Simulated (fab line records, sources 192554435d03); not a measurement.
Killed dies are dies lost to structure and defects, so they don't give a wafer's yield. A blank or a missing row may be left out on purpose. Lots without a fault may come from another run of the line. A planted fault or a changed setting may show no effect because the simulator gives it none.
Chamber matching | flow n5_finfet | N5_BEOL_M9_VIA_ETCH_34 on rie_diel-02: 4 sister chambers
The step etches SiCOH lowk in C4F6/O2, target depth 182.4 nm, time 68.4 s. 6 wafers are shown with their chamber, then 7 later ones without.

WAFERS WITH THEIR CHAMBER
wafer  | chamber | showerhead_plenum_p_Torr (Torr) | throttle_valve_pct (%)
L074.3 | 0       | 2.90                            | 20.84
L079.1 | 2       | 3.01                            | 20.71
L079.3 | 3       | 2.82                            | 21.24
L079.5 | 2       | 3.01                            | 20.72
L082.2 | 3       | 2.81                            | 21.26
L082.4 | 1       | 2.83                            | 20.87

WAFERS WITHOUT THEIR CHAMBER
wafer  | showerhead_plenum_p_Torr (Torr) | throttle_valve_pct (%)
L082.5 | 2.83                            | 20.85
L083.1 | 3.01                            | 20.72
L083.3 | 2.83                            | 20.86
L083.4 | 3.01                            | 20.73
L087.1 | 2.89                            | 20.86
L087.5 | 2.81                            | 21.25
L087.6 | 3.00                            | 20.74

WHICH CHAMBER EACH WENT THROUGH
wafer  | from the rows above | in truth
L082.5 | 1                   | 1
L083.1 | 2                   | 2
L083.3 | 1                   | 1
L083.4 | 2                   | 2
L087.1 | 0                   | 0
L087.5 | 3                   | 3
L087.6 | 2                   | 2
Placed correctly: 7 of 7. Can't be placed from these rows: 0. Placed wrongly: 0.
How it was worked out, from the rows above alone: a wafer's distance from a chamber is the root of the sum, over the readings, of the square of ((its reading less the chamber's mean) divided by the reading's scatter). The wafer belongs to the nearest chamber; if the next one is less than 2 further off, it can't be placed. A chamber's mean is the mean of its shown wafers. The scatter: the root of (the sum of the squares of (reading less its chamber's mean) over the shown wafers, divided by (wafers less chambers)).
